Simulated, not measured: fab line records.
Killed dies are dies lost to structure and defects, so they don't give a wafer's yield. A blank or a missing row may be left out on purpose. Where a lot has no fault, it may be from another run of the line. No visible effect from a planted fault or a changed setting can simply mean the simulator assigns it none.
Split-lot trial + flow n5 finfet + route with 1938 steps; 7 lots, 21 wafers read

## ON THE SPLIT
At N5_BEOL_M14_ILD_DEP_00 (deposits SiO2 from TEOS/O2, target thk 1119.3 nm, time 237.4 s), the setting time s was moved away from the recipe's 237.4 s on 10 of the 21 wafers read, by -11.2% to +14.4%. For the rest of the wafers, this setting stayed at what the recipe calls for.

Between the split and the reading, the file records no step.

## THE READING
M14_ILD_THK, in nm, at N5_BEOL_M14_THK_MEAS_01. A value of 1114 nm with a standard deviation of 15 nm is what fault-free wafers of this fab line usually give.

| wafer  | tool, chamber at the split | time s as run, s | against the recipe | M14_ILD_THK, nm | against lot-mates on the recipe |
|--------|----------------------------|------------------|--------------------|-----------------|---------------------------------|
| L077.1 | pecvd-04, 1                | 210.9            | -11.2%             | 984             | no lot-mate on the recipe       |
| L077.2 | pecvd-04, 2                | 210.9            | -11.2%             | 994             | no lot-mate on the recipe       |
| L077.5 | pecvd-04, 0                | 210.9            | -11.2%             | 1003            | no lot-mate on the recipe       |
| L078.1 | pecvd-01, 0                | 237.4            | recipe             | 1112            | -                               |
| L078.2 | pecvd-01, 1                | 237.4            | recipe             | 1113            | -                               |
| L078.4 | pecvd-01, 1                | 237.4            | recipe             | 1136            | -                               |
| L079.2 | pecvd-04, 1                | 271.5            | +14.4%             | 1273            | +155                            |
| L079.5 | pecvd-04, 1                | 271.5            | +14.4%             | 1285            | +167                            |
| L079.6 | pecvd-04, 0                | 237.4            | recipe             | 1118            | -                               |
| L080.3 | pecvd-01, 0                | 237.4            | recipe             | 1089            | -                               |
| L080.4 | pecvd-01, 2                | 237.4            | recipe             | 1116            | -                               |
| L080.6 | pecvd-01, 0                | 250.2            | +5.4%              | 1173            | +70                             |
| L085.2 | pecvd-04, 2                | 264.3            | +11.3%             | 1240            | +88                             |
| L085.5 | pecvd-04, 2                | 237.4            | recipe             | 1152            | -                               |
| L085.6 | pecvd-04, 1                | 264.3            | +11.3%             | 1256            | +104                            |
| L092.3 | pecvd-04, 0                | 237.4            | recipe             | 1091            | -                               |
| L092.4 | pecvd-04, 0                | 237.4            | recipe             | 1103            | -                               |
| L092.6 | pecvd-04, 1                | 237.4            | recipe             | 1108            | -                               |
| L094.2 | pecvd-02, 0                | 211.9            | -10.7%             | 965             | -136                            |
| L094.3 | pecvd-02, 2                | 237.4            | recipe             | 1101            | -                               |
| L094.6 | pecvd-02, 2                | 211.9            | -10.7%             | 1000            | -101                            |

FIT RESULTS
A straight line over all 21 wafers: M14_ILD_THK changes by +11.5 nm for each +1% of time s; r = +0.99; the points scatter about the line by 16 nm.
The same after taking each lot's own level away (the mean of its wafers on the recipe; 18 wafers): +10.5 nm for each +1%; r = +0.98; scatter 14 nm.
The reading moves by 1.5e+02 nm for the largest change in time s, on that fit.
From 1100.7 to 1152.0 nm: that is the span of the lots' own levels, equal to 3.4 times the standard deviation above.
The two slopes agree, so the slope changes little with the lot-to-lot level.
Check: for one of the wafers moved furthest among these (+14.4%), held out of the fit, the line's prediction against its lot-mates is +148 nm. It came out at +155 nm against them.

## ADDITIONAL SPLITS CARRIED BY THESE WAFERS
These wafers also went through other splits before the reading. Each is held against what the fit with the lots' levels taken away leaves over:
| other split on the same wafers | wafers away from the commonest value | r with M14_ILD_THK (lot level and that fit taken away) |
|--------------------------------|--------------------------------------|--------------------------------------------------------|
| N5_BEOL_M11_EXPOSE_08 dose mj  | 4                                    | +0.21                                                  |
| N5_BEOL_M12_ETCH_68 time s     | 4                                    | -0.41                                                  |
| N5_BEOL_M12_ETCH_38 time s     | 8                                    | +0.23                                                  |
| N5_BEOL_M13_SPUTTER_43 time s  | 6                                    | -0.20                                                  |

## THE WHOLE CHAIN: every reading that the file lists as answering this split, in the file's order
| step                    | what it does                                                   | reading                                                                             | change (the file's fit)              | r (the file's) |
|-------------------------|----------------------------------------------------------------|-------------------------------------------------------------------------------------|--------------------------------------|----------------|
| N5_BEOL_M14_ILD_DEP_00  | deposits SiO2 from TEOS/O2, target thk 1119.3 nm, time 237.4 s | SiO2_of_BEOL_M14_ILD_DEP_00.thk nm (the simulator's own value, which no gauge read) | +10.5 nm for each +1% of the setting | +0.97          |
| N5_BEOL_M14_THK_MEAS_01 |                                                                | M14_ILD_THK                                                                         | +10.6 for each +1% of the setting    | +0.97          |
| N5_BEOL_M14_VIA_ETCH_16 | etches SiO2 in C4F8/O2/Ar, target depth 1231.3 nm              | etch.depth nm (the simulator's own value, which no gauge read)                      | +10.5 nm for each +1% of the setting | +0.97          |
| N5_BEOL_M14_VIA_ETCH_16 | etches SiO2 in C4F8/O2/Ar, target depth 1231.3 nm              | coat_of_BEOL_M14_COAT_04.thk nm (the simulator's own value, which no gauge read)    | -2.5 nm for each +1% of the setting  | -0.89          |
| N5_BEOL_M14_ETCH_38     | etches SiCN in CF4/N2, target depth 106.5 nm, time 120.6 s     | SiO2_of_BEOL_M14_ILD_DEP_00.thk nm (the simulator's own value, which no gauge read) | +10.6 nm for each +1% of the setting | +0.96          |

## FILE'S OWN FIT
M14_ILD_THK changes by +10.6 nm for each +1% of time s, r = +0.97.
